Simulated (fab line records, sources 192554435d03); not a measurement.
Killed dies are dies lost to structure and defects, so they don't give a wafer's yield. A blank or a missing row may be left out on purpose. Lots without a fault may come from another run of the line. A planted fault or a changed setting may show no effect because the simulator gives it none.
Chamber matching | flow n5_finfet | N5_SPACER0_ALD_08 on ald_sin-02: 4 sister chambers
The step deposits SiNx, target thk 2 nm. 8 wafers are shown with their chamber, then 8 later ones without.

WAFERS WITH THEIR CHAMBER
wafer  | chamber | heater_power_w (W) | susceptor_temp_C (C)
L089.4 | 0       | 785                | 399.78
L089.5 | 2       | 725                | 400.20
L090.3 | 0       | 754                | 399.99
L090.5 | 1       | 718                | 400.38
L091.3 | 1       | 754                | 400.10
L091.5 | 3       | 748                | 400.05
L091.6 | 2       | 727                | 400.41
L093.2 | 3       | 793                | 400.09

WAFERS WITHOUT THEIR CHAMBER
wafer  | heater_power_w (W) | susceptor_temp_C (C)
L093.4 | 733                | 399.77
L093.6 | 713                | 399.98
L095.1 | 754                | 399.96
L095.3 | 724                | 399.75
L095.6 | 807                | 399.78
L096.1 | 741                | 399.68
L096.4 | 773                | 399.90
L096.5 | 720                | 399.97

WHICH CHAMBER EACH WENT THROUGH
wafer  | from the rows above               | in truth
L093.4 | can't be placed: 0 or 3 or 1 or 2 | 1
L093.6 | can't be placed: 1 or 2 or 0 or 3 | 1
L095.1 | can't be placed: 0 or 3 or 1 or 2 | 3
L095.3 | can't be placed: 0 or 3 or 1 or 2 | 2
L095.6 | can't be placed: 0 or 3           | 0
L096.1 | can't be placed: 0 or 3 or 1      | 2
L096.4 | can't be placed: 0 or 3           | 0
L096.5 | can't be placed: 1 or 0 or 3 or 2 | 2
Placed correctly: 0 of 8. Can't be placed from these rows: 8 (the true chamber is among the candidates in 7). Placed wrongly: 0.
How it was worked out, from the rows above alone: a wafer's distance from a chamber is the root of the sum, over the readings, of the square of ((its reading less the chamber's mean) divided by the reading's scatter). The wafer belongs to the nearest chamber; if the next one is less than 2 further off, it can't be placed. A chamber's mean is the mean of its shown wafers. The scatter: the root of (the sum of the squares of (reading less its chamber's mean) over the shown wafers, divided by (wafers less chambers)).
